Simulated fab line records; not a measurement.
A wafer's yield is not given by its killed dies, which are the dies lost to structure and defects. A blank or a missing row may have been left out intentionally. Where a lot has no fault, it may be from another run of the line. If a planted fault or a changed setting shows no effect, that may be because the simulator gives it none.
Chamber matching | flow n5_finfet | N5_HKMG_FIN_ETCH_67 on rie_diel-05 has 4 sister chambers
The step etches SOC in N2/H2, stops on TiN, target depth 388.9 nm. 14 wafers are shown with their chamber, then 7 later ones without.

## WAFERS PAIRED WITH THEIR CHAMBERS
wafer  | chamber | drypump_motor_current_A (A) | showerhead_plenum_p_Torr (Torr) | throttle_valve_pct (%)
L074.4 | 3       | 4.8                         | 2.66                            | 17.78
L074.5 | 0       | 5.2                         | 2.53                            | 17.41
L074.6 | 1       | 5.4                         | 2.52                            | 17.70
L078.1 | 1       | 5.4                         | 2.52                            | 17.72
L078.2 | 0       | 5.2                         | 2.53                            | 17.41
L078.4 | 3       | 4.8                         | 2.65                            | 17.81
L085.1 | 0       | 5.2                         | 2.52                            | 17.44
L085.3 | 2       | 6.2                         | 2.44                            | 18.18
L085.5 | 0       | 5.3                         | 2.52                            | 17.46
L088.1 | 0       | 5.2                         | 2.52                            | 17.48
L088.2 | 1       | 5.4                         | 2.51                            | 17.76
L088.5 | 1       | 5.4                         | 2.51                            | 17.76
L091.2 | 3       | 4.8                         | 2.64                            | 17.85
L091.3 | 1       | 5.4                         | 2.50                            | 17.76

SIGNATURES (averages over the wafers above)
reading                  | chamber 0 | chamber 1 | chamber 2 | chamber 3 | scatter within a chamber
drypump_motor_current_A  | 5.220     | 5.400     | 6.200     | 4.800     | 0.0283
showerhead_plenum_p_Torr | 2.5240    | 2.5120    | 2.4400    | 2.6500    | 0.00775
throttle_valve_pct       | 17.4400   | 17.7400   | 18.1800   | 17.8133   | 0.0308
Rule: a wafer lies at a distance from a chamber equal to the root of the sum of squares, over the readings, of (its reading less the chamber's mean, divided by the reading's scatter). If the next closest chamber is less than 2 further off than the closest, the wafer can't be placed; otherwise it belongs to the closest. The scatter is the square root of a quotient: the sum, over the shown wafers, of each reading's squared deviation from its chamber's mean, divided by wafers minus chambers.

## WAFERS WHOSE CHAMBER IS MISSING
wafer  | drypump_motor_current_A (A) | showerhead_plenum_p_Torr (Torr) | throttle_valve_pct (%)
L091.5 | 5.4                         | 2.50                            | 17.78
L093.1 | 6.2                         | 2.43                            | 18.18
L093.2 | 5.4                         | 2.50                            | 17.79
L093.6 | 5.2                         | 2.51                            | 17.46
L097.3 | 5.4                         | 2.50                            | 17.79
L097.4 | 6.2                         | 2.43                            | 18.21
L097.6 | 5.4                         | 2.50                            | 17.78

## EACH ONE'S CHAMBER
wafer  | from the rows above | in truth
L091.5 | 1                   | 1
L093.1 | 2                   | 2
L093.2 | 1                   | 1
L093.6 | 0                   | 0
L097.3 | 1                   | 1
L097.4 | 2                   | 2
L097.6 | 1                   | 1
7 of 7 placed correctly. Can't be placed from these rows: 0. Number placed wrongly: 0.
